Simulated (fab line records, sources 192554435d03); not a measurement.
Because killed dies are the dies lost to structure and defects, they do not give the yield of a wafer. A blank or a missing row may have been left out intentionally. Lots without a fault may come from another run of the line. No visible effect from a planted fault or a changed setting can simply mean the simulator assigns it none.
Matching of chambers | flow n5 finfet | 3 sister chambers for N5_BEOL_M0_SAQP_HM_DEP_111 on pecvd-02
The step deposits SiO2 from SiH4/N2O, target thk 12 nm, time 7.2 s. 3 wafers are shown with their chamber, then 9 later ones without.

== WAFERS PAIRED WITH THEIR CHAMBERS ==
wafer  | chamber | showerhead plenum p Torr (Torr)
L081.6 | 2       | 8.15
L085.4 | 0       | 8.33
L085.6 | 1       | 8.30

== WAFERS WITH NO CHAMBER GIVEN ==
wafer  | showerhead plenum p Torr (Torr)
L088.1 | 8.14
L088.2 | 8.29
L088.4 | 8.34
L092.4 | 8.32
L092.5 | 8.31
L092.6 | 8.11
L094.1 | 8.16
L094.4 | 8.33
L094.5 | 8.12

== CHAMBER TAKEN BY EACH ==
wafer  | from the rows above     | in truth
L088.1 | 2                       | 2
L088.2 | can't be placed: 1 or 0 | 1
L088.4 | can't be placed: 0 or 1 | 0
L092.4 | can't be placed: 0 or 1 | 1
L092.5 | can't be placed: 1 or 0 | 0
L092.6 | 2                       | 2
L094.1 | 2                       | 2
L094.4 | can't be placed: 0 or 1 | 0
L094.5 | 2                       | 2
Correctly placed: 4 of 9. Can't be placed from these rows: 5 (the true chamber is among the candidates in 5). 0 placed wrongly.
How it was worked out, from the rows above alone: a wafer's distance from a chamber is the root of the sum, over the readings, of the square of ((its reading less the chamber's mean) divided by the reading's scatter). If the next closest chamber is less than 2 further off than the closest, the wafer can't be placed; otherwise it belongs to the closest. A chamber's mean is the mean of its shown wafers. The scatter: root of mean squared gap, hidden wafer to nearest shown wafer, with one shown wafer a chamber.
